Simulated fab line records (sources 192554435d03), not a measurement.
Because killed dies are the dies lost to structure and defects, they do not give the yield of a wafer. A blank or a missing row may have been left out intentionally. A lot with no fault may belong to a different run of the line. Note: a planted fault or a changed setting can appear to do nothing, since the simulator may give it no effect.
A lot that was struck, set against a sound lot + flow n5_finfet + 42 steps out of a route of 1938
Sound: these wafers, L719.2, L719.4, L719.6. Struck: wafers L718.2, L718.3, L718.4. Last of all comes the cause.
For every step that has rows: the tool of each side, followed by ch and its chambers, followed by its first start. Under that, the readings that differ: sound wafers + struck wafers + difference of the means + sigmas: that difference in standard deviations of wafers without a fault.
alike: a reading whose means differ by less than 2 such deviations, as well as words and numbers matching on both sides. not compared: withheld readings; readings where some wafer has no value; bounds like >300 that might hide an equal value; numbers whose values overlap and for which the record gives no deviation.
Wherever a step has rows on one side only, a row that says differs or no value, or a row with sigmas, the two part there. When numbers do not overlap yet have no deviation, they are printed without sigmas and do not part them. Lack of a reading on every wafer of one side parts them only where that side has two or more wafers.

first, 12 steps without rows for these wafers: N5_SD_EPI_N_STRIP_36 (strips in N2/H2); N5_SD_EPI_N_ETCHBACK_44 (etches SiNx in CH3F/O2, stops on SiO2, target depth 14.5 nm); N5_SD_EPI_N_ETCH_45 (etches SiOCN in CH3F/O2, target depth 6 nm); N5_SD_EPI_N_ETCH_16 (etches SiO2 in CHF3/O2, target depth 5 nm); N5_SD_EPI_N_STRIP_47 (strips in CHF3/O2); N5_SD_EPI_N_SD_RECESS_17 (chemistry HBr/Cl2/O2, target depth 41 nm, time 23.7 s, bt time 3 s); N5_SD_EPI_N_STRIP_38 (strips in N2/H2); N5_SD_EPI_N_WET_ETCH_43 (etches SiO2 in dHF, time 14 s, target depth 1.5 nm); N5_SD_EPI_N_STRIP_18 (strips in SPM, time 750 s); N5_SD_EPI_N_SRD_20 (time 30 s); N5_SD_EPI_N_PRECLEAN_48 (cleans in NF3:NH3, afs cycles 2, time 20 s, sublimation time 60 s); N5_SD_EPI_N_VAPOR_ETCH_50 (etches Si in HCl, time 54 s).
N5_SD_EPI_N_EPI_21: deposits Si:P, time 690 s.
  sound on epi_rpcvd-03 ch 0, day 8 19:32; struck on epi_rpcvd-04 ch 0, day 8 16:41
| reading                                   | sound             | struck            | difference | sigmas |
|-------------------------------------------|-------------------|-------------------|------------|--------|
| susceptor_temp_C (C)                      | 680.3 680.7 680.3 | 674.4 674.5 674.5 | -6.0       | -19    |
| susceptor_temp_C_max                      | 681.3 681.5 681.9 | 675.9 675.7 675.8 | -5.8       | -8     |
| model.Si-P_of_SD_EPI_N_EPI_21.thk_nm (nm) | 59.4 59.2 58.6    | 54 54.4 54.6      | -5         |        |
  alike: chamber_pressure_Torr
N5_SD_EPI_N_EPI_MEAS_23:
  sound on film_metro-02 at day 8 20:58; struck on film_metro-01 at day 8 18:07
| reading     | sound          | struck         | difference | sigmas |
|-------------|----------------|----------------|------------|--------|
| thk_nm (nm) | 58.8 59.6 60.1 | 53.8 54.1 53.7 | -5.6       | -5     |
then, 24 steps without rows for these wafers: N5_SD_EPI_N_PRECLEAN_24 (cleans in O3/DIW, time 60 s); N5_SD_EPI_N_SRD_25 (time 30 s); N5_SD_EPI_N_PRECLEAN_49 (cleans in NF3:NH3, afs cycles 1, time 20 s, sublimation time 60 s); N5_SD_EPI_N_LINER_46 (material SiNx, target thk 3 nm); N5_SD_EPI_P_COAT_34 (time 60 s, resist thk 350 nm); N5_SD_EPI_P_COAT_35 (time 60 s, resist thk 35 nm); N5_SD_EPI_P_COAT_03 (resist thk 150 nm); N5_SD_EPI_P_EBR_05; N5_SD_EPI_P_SOFTBAKE_04 (time 60 s); N5_SD_EPI_P_EXPOSE_06 (exposes mask SD P BLK, target cd 240 nm); N5_SD_EPI_P_PEB_07 (peb time 60 s); N5_SD_EPI_P_DEVELOP_08 (develop time 30 s); N5_SD_EPI_P_DESCUM_14 (chemistry O2, time 7.9 s); N5_SD_EPI_P_ETCH_36 (etches SiARC in CF4, target depth 45.5 nm, time 75.8 s); N5_SD_EPI_P_ETCH_37 (etches SOC in N2/H2, overetch 108 nm, time 486 s); N5_SD_EPI_P_STRIP_38 (strips in N2/H2); N5_SD_EPI_P_ETCHBACK_46 (etches SiNx in CH3F/O2, stops on SiO2, target depth 17.5 nm); N5_SD_EPI_P_ETCH_47 (etches SiOCN in CH3F/O2, target depth 25 nm); N5_SD_EPI_P_ETCH_16 (etches SiO2 in CHF3/O2, target depth 5 nm); N5_SD_EPI_P_STRIP_50 (strips in CHF3/O2); N5_SD_EPI_P_SD_RECESS_17 (chemistry HBr/Cl2/O2, target depth 39.1 nm, bt time 3 s); N5_SD_EPI_P_WET_ETCH_45 (etches SiO2 in dHF, time 10.7 s, target depth 2 nm, rinse time 30 s); N5_SD_EPI_P_STRIP_40 (strips in N2/H2); N5_SD_EPI_P_PRECLEAN_52 (cleans in O3/DIW, time 60 s).
N5_SD_ACTIVATION_RS_MEAS_03: uses a four-point probe to measure.
  sound on film_metro-01 at day 9 02:13; struck on film_metro-01 at day 8 23:19
| reading          | sound             | struck            | difference | sigmas |
|------------------|-------------------|-------------------|------------|--------|
| RS_SD_N (ohm/sq) | 21.65 21.82 21.85 | 23.67 23.68 23.39 | +1.81      | +7     |
  alike: RS_SD_P
N5_MOL_CONTACT_COAG_ETCH_15: etches SiNx in CH3F/O2, stops on Si:P, target depth 7 nm.
  sound on rie_diel-01 ch 0,2, day 10 07:40; struck on rie_diel-03 ch 0,2, day 10 05:05
| reading                                   | sound          | struck       | difference | sigmas |
|-------------------------------------------|----------------|--------------|------------|--------|
| rf_vpp_V (V)                              | 293 290 290    | 301 298 298  | +8         | +2     |
| model.Si-P_of_SD_EPI_N_EPI_21.thk_nm (nm) | 58.6 58.4 57.8 | 53.4 53.6 54 | -4.6       |        |
  alike: chamber_pressure_mTorr, drypump_motor_current_A, oes_product_au, showerhead_plenum_p_Torr, throttle_valve_pct
  not compared: rf_hours_counter_h
-- record jumps: 4 days separate the struck wafers' starts on either side; left off in module MOL_CONTACT_COAG, taken up again in module BEOL_M4, whose first shown step is the route's number 1111 --
N5_BEOL_M4_RC_MEAS_101:
  sound on prober-01 ch 0, day 14 02:54; struck on prober-02 ch 0, day 14 02:47
| reading          | sound          | struck         | difference | sigmas |
|------------------|----------------|----------------|------------|--------|
| RS_SD_N (ohm/sq) | 28.2 28.1 28.6 | 30.8 30.4 30.4 | +2.2       | +6     |
  alike: DIBL_N, DIBL_P, IOFF_N, IOFF_P, ION_N, ION_P, SS_N, SS_P, VT_N, VT_P
-- a jump in the record: the struck wafers' starts before and after are 4 days apart (it breaks off in module BEOL_M4 and resumes in module PASSIVATION, where the first step shown is number 1936 of the route) --
N5_PASSIVATION_PROBE_49:
  sound on prober-02 at day 18 14:23; struck on prober-02 at day 18 14:05
  alike: defect_limited_yield, killed_at_M0_to_M3, killed_at_M4_up, killed_at_contacts, killed_at_front_end, killed_at_other, killed_dies, killed_open, killed_short, sort_bin_5_function, sort_bin_6_memory, sort_n_pass, sort_yield_pct

WHERE THEY PART
Last at N5_BEOL_M4_RC_MEAS_101 as far as this record goes, first at N5_SD_EPI_N_EPI_21. Later steps at which nothing parts them and some readings are alike: N5_PASSIVATION_PROBE_49.

WHY: whatever the simulator had introduced
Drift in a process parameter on epi_rpcvd-04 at N5_SD_EPI_N_EPI_21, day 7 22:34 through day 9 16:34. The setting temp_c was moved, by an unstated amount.
